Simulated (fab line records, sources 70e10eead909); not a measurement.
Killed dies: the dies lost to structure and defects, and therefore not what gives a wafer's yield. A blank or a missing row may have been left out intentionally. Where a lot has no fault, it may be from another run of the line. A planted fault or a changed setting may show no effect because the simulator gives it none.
Matching of chambers || flow nand-harc || NHARC_A_STAIRCASE_DESCUM_252 on rie-diel-11: 4 sister chambers
The step chemistry O2, time 3 s. 24 wafers are shown with their chamber, then 12 later ones without.

WAFERS PAIRED WITH THEIR CHAMBERS
{"wafer": "L074.1", "chamber": 2, "drypump-motor-current-A (A)": 5.9, "showerhead-plenum-p-Torr (Torr)": 2.07, "oes-product-au (a.u.)": 0.992}
{"wafer": "L074.4", "chamber": 1, "drypump-motor-current-A (A)": 5.9, "showerhead-plenum-p-Torr (Torr)": 1.81, "oes-product-au (a.u.)": 1.000}
{"wafer": "L074.6", "chamber": 0, "drypump-motor-current-A (A)": 6.5, "showerhead-plenum-p-Torr (Torr)": 2.07, "oes-product-au (a.u.)": 0.984}
{"wafer": "L075.1", "chamber": 0, "drypump-motor-current-A (A)": 6.4, "showerhead-plenum-p-Torr (Torr)": 2.07, "oes-product-au (a.u.)": 0.988}
{"wafer": "L075.2", "chamber": 2, "drypump-motor-current-A (A)": 5.9, "showerhead-plenum-p-Torr (Torr)": 2.07, "oes-product-au (a.u.)": 0.997}
{"wafer": "L075.4", "chamber": 1, "drypump-motor-current-A (A)": 5.9, "showerhead-plenum-p-Torr (Torr)": 1.81, "oes-product-au (a.u.)": 1.009}
{"wafer": "L079.3", "chamber": 1, "drypump-motor-current-A (A)": 5.9, "showerhead-plenum-p-Torr (Torr)": 1.81, "oes-product-au (a.u.)": 1.006}
{"wafer": "L079.5", "chamber": 1, "drypump-motor-current-A (A)": 5.9, "showerhead-plenum-p-Torr (Torr)": 1.81, "oes-product-au (a.u.)": 1.013}
{"wafer": "L079.6", "chamber": 0, "drypump-motor-current-A (A)": 6.5, "showerhead-plenum-p-Torr (Torr)": 2.07, "oes-product-au (a.u.)": 0.995}
{"wafer": "L077.3", "chamber": 1, "drypump-motor-current-A (A)": 5.9, "showerhead-plenum-p-Torr (Torr)": 1.81, "oes-product-au (a.u.)": 1.008}
{"wafer": "L077.5", "chamber": 3, "drypump-motor-current-A (A)": 5.5, "showerhead-plenum-p-Torr (Torr)": 1.97, "oes-product-au (a.u.)": 0.991}
{"wafer": "L077.6", "chamber": 0, "drypump-motor-current-A (A)": 6.5, "showerhead-plenum-p-Torr (Torr)": 2.07, "oes-product-au (a.u.)": 0.986}
{"wafer": "L081.2", "chamber": 2, "drypump-motor-current-A (A)": 5.9, "showerhead-plenum-p-Torr (Torr)": 2.07, "oes-product-au (a.u.)": 0.993}
{"wafer": "L081.3", "chamber": 1, "drypump-motor-current-A (A)": 5.9, "showerhead-plenum-p-Torr (Torr)": 1.81, "oes-product-au (a.u.)": 0.992}
{"wafer": "L081.5", "chamber": 2, "drypump-motor-current-A (A)": 5.9, "showerhead-plenum-p-Torr (Torr)": 2.07, "oes-product-au (a.u.)": 0.990}
{"wafer": "L080.1", "chamber": 3, "drypump-motor-current-A (A)": 5.5, "showerhead-plenum-p-Torr (Torr)": 1.97, "oes-product-au (a.u.)": 0.994}
{"wafer": "L080.3", "chamber": 1, "drypump-motor-current-A (A)": 5.9, "showerhead-plenum-p-Torr (Torr)": 1.81, "oes-product-au (a.u.)": 0.995}
{"wafer": "L080.5", "chamber": 0, "drypump-motor-current-A (A)": 6.5, "showerhead-plenum-p-Torr (Torr)": 2.06, "oes-product-au (a.u.)": 0.985}
{"wafer": "L083.2", "chamber": 2, "drypump-motor-current-A (A)": 5.9, "showerhead-plenum-p-Torr (Torr)": 2.07, "oes-product-au (a.u.)": 0.985}
{"wafer": "L083.4", "chamber": 0, "drypump-motor-current-A (A)": 6.5, "showerhead-plenum-p-Torr (Torr)": 2.06, "oes-product-au (a.u.)": 0.984}
{"wafer": "L083.6", "chamber": 0, "drypump-motor-current-A (A)": 6.5, "showerhead-plenum-p-Torr (Torr)": 2.06, "oes-product-au (a.u.)": 0.998}
{"wafer": "L085.4", "chamber": 0, "drypump-motor-current-A (A)": 6.5, "showerhead-plenum-p-Torr (Torr)": 2.06, "oes-product-au (a.u.)": 0.988}
{"wafer": "L085.5", "chamber": 2, "drypump-motor-current-A (A)": 5.9, "showerhead-plenum-p-Torr (Torr)": 2.06, "oes-product-au (a.u.)": 0.987}
{"wafer": "L085.6", "chamber": 3, "drypump-motor-current-A (A)": 5.5, "showerhead-plenum-p-Torr (Torr)": 1.96, "oes-product-au (a.u.)": 1.009}

SIGNATURES, as means of the wafers listed above
{"reading": "drypump-motor-current-A", "chamber 0": 6.487, "chamber 1": 5.900, "chamber 2": 5.900, "chamber 3": 5.500, "scatter within a chamber": 0.0209}
{"reading": "showerhead-plenum-p-Torr", "chamber 0": 2.0650, "chamber 1": 1.8100, "chamber 2": 2.0683, "chamber 3": 1.9667, "scatter within a chamber": 0.00418}
{"reading": "oes-product-au", "chamber 0": 0.98850, "chamber 1": 1.00329, "chamber 2": 0.99067, "chamber 3": 0.99800, "scatter within a chamber": 0.00646}
Rule: for each reading, subtract the chamber's mean from the wafer's reading, divide by that reading's scatter and square the result; add these up over the readings and take the root, which gives the wafer's distance from the chamber. The wafer belongs to the nearest chamber; if the next one is less than 2 further off, it can't be placed. The scatter is the square root of a quotient: the sum, over the shown wafers, of each reading's squared deviation from its chamber's mean, divided by wafers minus chambers.

WAFERS WITH NO CHAMBER GIVEN
{"wafer": "L086.2", "drypump-motor-current-A (A)": 6.5, "showerhead-plenum-p-Torr (Torr)": 2.06, "oes-product-au (a.u.)": 0.983}
{"wafer": "L086.4", "drypump-motor-current-A (A)": 5.9, "showerhead-plenum-p-Torr (Torr)": 1.80, "oes-product-au (a.u.)": 1.004}
{"wafer": "L086.6", "drypump-motor-current-A (A)": 5.5, "showerhead-plenum-p-Torr (Torr)": 1.96, "oes-product-au (a.u.)": 1.007}
{"wafer": "L088.1", "drypump-motor-current-A (A)": 5.5, "showerhead-plenum-p-Torr (Torr)": 1.96, "oes-product-au (a.u.)": 1.011}
{"wafer": "L088.5", "drypump-motor-current-A (A)": 5.9, "showerhead-plenum-p-Torr (Torr)": 1.80, "oes-product-au (a.u.)": 1.007}
{"wafer": "L088.6", "drypump-motor-current-A (A)": 6.5, "showerhead-plenum-p-Torr (Torr)": 2.06, "oes-product-au (a.u.)": 0.992}
{"wafer": "L092.3", "drypump-motor-current-A (A)": 6.5, "showerhead-plenum-p-Torr (Torr)": 2.06, "oes-product-au (a.u.)": 0.984}
{"wafer": "L092.4", "drypump-motor-current-A (A)": 5.5, "showerhead-plenum-p-Torr (Torr)": 1.96, "oes-product-au (a.u.)": 1.007}
{"wafer": "L092.5", "drypump-motor-current-A (A)": 5.9, "showerhead-plenum-p-Torr (Torr)": 2.06, "oes-product-au (a.u.)": 0.985}
{"wafer": "L093.2", "drypump-motor-current-A (A)": 5.9, "showerhead-plenum-p-Torr (Torr)": 2.06, "oes-product-au (a.u.)": 0.992}
{"wafer": "L093.3", "drypump-motor-current-A (A)": 5.9, "showerhead-plenum-p-Torr (Torr)": 1.80, "oes-product-au (a.u.)": 1.002}
{"wafer": "L093.5", "drypump-motor-current-A (A)": 5.9, "showerhead-plenum-p-Torr (Torr)": 1.80, "oes-product-au (a.u.)": 1.005}

EACH ONE'S CHAMBER
{"wafer": "L086.2", "from the rows above": 0, "in truth": 0}
{"wafer": "L086.4", "from the rows above": 1, "in truth": 1}
{"wafer": "L086.6", "from the rows above": 3, "in truth": 3}
{"wafer": "L088.1", "from the rows above": 3, "in truth": 3}
{"wafer": "L088.5", "from the rows above": 1, "in truth": 1}
{"wafer": "L088.6", "from the rows above": 0, "in truth": 0}
{"wafer": "L092.3", "from the rows above": 0, "in truth": 0}
{"wafer": "L092.4", "from the rows above": 3, "in truth": 3}
{"wafer": "L092.5", "from the rows above": 2, "in truth": 2}
{"wafer": "L093.2", "from the rows above": 2, "in truth": 2}
{"wafer": "L093.3", "from the rows above": 1, "in truth": 1}
{"wafer": "L093.5", "from the rows above": 1, "in truth": 1}
Placed correctly: 12 of 12. Left unplaced by these rows: 0. Number placed wrongly: 0.
